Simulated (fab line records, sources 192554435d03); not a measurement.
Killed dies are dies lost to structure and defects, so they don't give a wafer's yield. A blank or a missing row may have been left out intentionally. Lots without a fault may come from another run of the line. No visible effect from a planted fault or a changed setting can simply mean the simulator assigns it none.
8D (eight disciplines) problem report, filled in by code || flow n5_finfet || the parts of the form that need people (team, actions taken, sign-off) are left out

## 1. THE PROBLEM
Mean of spin_speed_rpm at N5_BEOL_M11_COAT_60: 1443.5 rpm across 6 wafers in 2 lots; on wafers with no fault it is 1499.9 rpm (standard deviation 1.2). Relative to the usual mean, that is a shift of -47 standard deviations.
The step: time 60 s, resist thk 30 nm.
Seen first at day 15 02:55 on litho_track-05, wafer L514.1. Wafers with a number at this step in the record: 36, from 12 lots. The rule behind "out" and "out of limits": a value lying over 4 standard deviations away from the usual mean. The other wafers with a number count as sound.

## 2. WHAT IT IS, AND WHAT IT ISN'T
{"question": "which readings at this step", "is": "spin_speed_rpm", "is not": "-"}
{"question": "which lots", "is": "L513, L514", "is not": "L497, L498, L500, L501, L502, L503, L507, L512, L515, L517"}
{"question": "which wafers of those lots", "is": "all that have a number", "is not": "-"}
{"question": "read on which tools", "is": "litho_track-05", "is not": "litho_track-01, litho_track-02"}
{"question": "when", "is": "from day 15 02:55", "is not": "up to then (24 sound wafers); but 6 sound wafers of L515, L517 came after"}

## 3. WHAT RULES OUT EACH SUSPECT
Counting: a tool stays on the suspect list if, at a process step up to the reading, it processed all lots that are out and no sound lot following the first of them.
- pecvd-01 at N5_BEOL_M11_PECVD_70 (deposits SiO2 from TEOS/O2, target thk 20 nm, time 22.7 s): kept. Every lot that is out went through it, starting with L514 (day 15 02:14), and after that it ran no sound lot; the last sound lot it ran before then is L503 (day 12 02:47).
- litho_track-05 at N5_BEOL_M11_COAT_60 (time 60 s, resist thk 30 nm): kept. Every lot that is out went through it, starting with L514 (day 15 02:55), and after that it ran no sound lot; the last sound lot it ran before then is L507 (day 13 13:26). On those wafers its own readings are out: spin_speed_rpm.
Remaining after the count are pecvd-01 at N5_BEOL_M11_PECVD_70 and litho_track-05 at N5_BEOL_M11_COAT_60.

## 4. THE CAUSE (what the simulator had put in)
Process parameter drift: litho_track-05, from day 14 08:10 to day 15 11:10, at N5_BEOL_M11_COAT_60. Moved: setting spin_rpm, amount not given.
Counting left 2 suspects, and this tool is among them.

## 5. THE CHAIN OF EFFECTS, in route order
One row per reading whose mean, taken over the struck wafers that have a number, lies over 3 standard deviations from the usual. Only readings whose record carries a usual standard deviation are examined. hours: median over the lots of the time between each lot's start at the first step of this table that gives one and its start at this step. sigmas: the change, counted in usual standard deviations.
{"hours": 0, "step": "N5_BEOL_M11_COAT_60", "reading": "spin_speed_rpm", "usual": "1499.9 rpm", "on struck wafers": 1443.5, "change": -56.4, "sigmas": -47}
Process steps it contains:
- N5_BEOL_M11_COAT_60: time 60 s, resist thk 30 nm.
Later steps that measure or inspect, where all struck wafers having a row at the step show a number for every such reading and not one has moved that far: N5_BEOL_M11_INSPECT_13.

## 6. HOW IT WOULD HAVE BEEN CAUGHT EARLIER
19 hours passed between the start of the fault at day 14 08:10 and the first reading out of limits in this record, taken at day 15 02:55.
